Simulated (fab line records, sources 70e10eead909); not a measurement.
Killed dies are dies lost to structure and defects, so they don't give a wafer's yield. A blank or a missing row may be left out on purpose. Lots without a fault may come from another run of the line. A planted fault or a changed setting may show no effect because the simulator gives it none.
Chamber matching | flow nand_harc | NHARC_A_STAIRCASE_CMP_152 on cmp-01: 3 sister chambers
The step polishes. 16 wafers are shown with their chamber, then 5 later ones without.

WAFERS WITH THEIR CHAMBER
wafer  | chamber | motor_current_A (A)
L260.2 | 0       | 10.8
L260.4 | 1       | 10.5
L260.5 | 2       | 12.1
L268.2 | 2       | 11.9
L268.5 | 1       | 10.8
L268.6 | 0       | 9.5
L267.4 | 2       | 11.9
L267.5 | 1       | 10.5
L271.2 | 1       | 10.3
L271.5 | 2       | 11.3
L271.6 | 1       | 10.3
L274.3 | 2       | 11.4
L274.5 | 1       | 11.2
L274.6 | 0       | 10.2
L276.2 | 0       | 9.7
L276.3 | 1       | 11.5

SIGNATURES (means of the wafers above)
reading         | chamber 0 | chamber 1 | chamber 2 | scatter within a chamber
motor_current_A | 10.050    | 10.729    | 11.720    | 0.463
Rule: a wafer's distance from a chamber is the root of the sum, over the readings, of the square of ((its reading less the chamber's mean) divided by the reading's scatter). The wafer belongs to the nearest chamber; if the next one is less than 2 further off, it can't be placed. The scatter: the root of (the sum of the squares of (reading less its chamber's mean) over the shown wafers, divided by (wafers less chambers)).

WAFERS WITHOUT THEIR CHAMBER
wafer  | motor_current_A (A)
L276.4 | 11.5
L278.2 | 11.6
L278.4 | 10.0
L279.2 | 10.6
L279.4 | 9.8

WHICH CHAMBER EACH WENT THROUGH
wafer  | from the rows above     | in truth
L276.4 | can't be placed: 2 or 1 | 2
L278.2 | can't be placed: 2 or 1 | 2
L278.4 | can't be placed: 0 or 1 | 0
L279.2 | can't be placed: 1 or 0 | 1
L279.4 | can't be placed: 0 or 1 | 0
Placed correctly: 0 of 5. Can't be placed from these rows: 5 (the true chamber is among the candidates in 5). Placed wrongly: 0.
